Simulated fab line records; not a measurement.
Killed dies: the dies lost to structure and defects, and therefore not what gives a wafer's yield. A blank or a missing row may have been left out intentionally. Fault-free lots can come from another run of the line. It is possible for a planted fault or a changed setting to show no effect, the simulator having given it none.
Which tool was responsible? | flow n5_finfet | at 1 step of a route of 1938, 24 lots with 72 wafers sampled

== WHAT THE GAUGES SHOWED, per wafer ==
N5_BEOL_M2_OVL_MEAS_29.
lot  | measured     | on         | V1_OVL (nm)
L075 | day 7 13:49  | overlay-02 | 0.2 -0.6 0.8
L074 | day 7 16:41  | overlay-01 | 1.8 1.3 1.1
L077 | day 7 18:56  | overlay-01 | 1.2 0.6 0.3
L078 | day 7 19:16  | overlay-02 | 0.6 0.3 0.4
L079 | day 8 09:40  | overlay-01 | -0.4 0.1 0.2
L076 | day 8 09:43  | overlay-02 | 0.6 1.3 1.1
L080 | day 8 14:06  | overlay-02 | 1.3 0.7 1.5
L081 | day 8 15:26  | overlay-01 | 0.5 1.3 1.8
L082 | day 8 23:16  | overlay-01 | 1.6 0.4 -0.4
L083 | day 9 01:46  | overlay-02 | -0.5 0.4 -0.2
L084 | day 9 04:32  | overlay-02 | 0.5 -0.6 -0.2
L085 | day 9 11:56  | overlay-01 | -0.4 0.8 0.2
L086 | day 9 16:06  | overlay-01 | 0.6 -0.2 -0.1
L087 | day 10 04:22 | overlay-01 | 0.5 1.1 -0.3
L088 | day 10 04:48 | overlay-01 | 0.4 0.2 1.7
L089 | day 10 13:44 | overlay-01 | 1.1 0.8 0.5
L090 | day 10 18:11 | overlay-01 | 0.3 -0.1 0.2
L091 | day 11 05:10 | overlay-02 | 0.8 0.0 0.8
L093 | day 11 08:10 | overlay-01 | 0.2 -0.3 -0.4
L092 | day 11 09:56 | overlay-02 | 1.3 0.6 0.3
L094 | day 11 15:14 | overlay-02 | -1.1 -0.3 -0.5
L096 | day 11 23:14 | overlay-02 | 0.8 1.0 1.5
L095 | day 12 01:27 | overlay-01 | 0.6 -0.1 -0.2
L097 | day 12 08:29 | overlay-01 | -0.1 0.3 0.6

== TOOL THAT RAN EACH LOT (tool first, then ch and the chambers of the sampled wafers, then the start) ==
The record shows no process step preceding these readings.

== AS READ BY THE TOOLS THEMSELVES (means over the sampled wafers that have a number; for cases with no such wafer, the mark the record gives instead) ==
The record holds no such reading with a usual standard deviation.

== THE ANSWER, worked out from the rows above alone ==
Rule: the usual values come from the lots themselves. Put in order of their means at a reading, lots are off if they are a third of the lots or fewer, leave a main group of 4 or more, and stand apart from it by a gap of 3 or more times the standard deviation of the main group's means; of several such gaps the widest counts. Not used: any main group whose means are identical at the precision the tables above print for the reading. A lot without any number at a reading at which 4 lots or more have one is off too. All remaining lots with rows at the step are treated as sound. After the gauges, taken in route order, come the tools' own readings; for these a lot's mean is taken, as printed above. The first step at which some lot is off is used, and at that step the reading that is off furthest; a lot without a number counts as furthest.
None of the lots is off at any reading shown; this tells nothing.

== WHAT THE SIMULATOR HAD PUT IN ==
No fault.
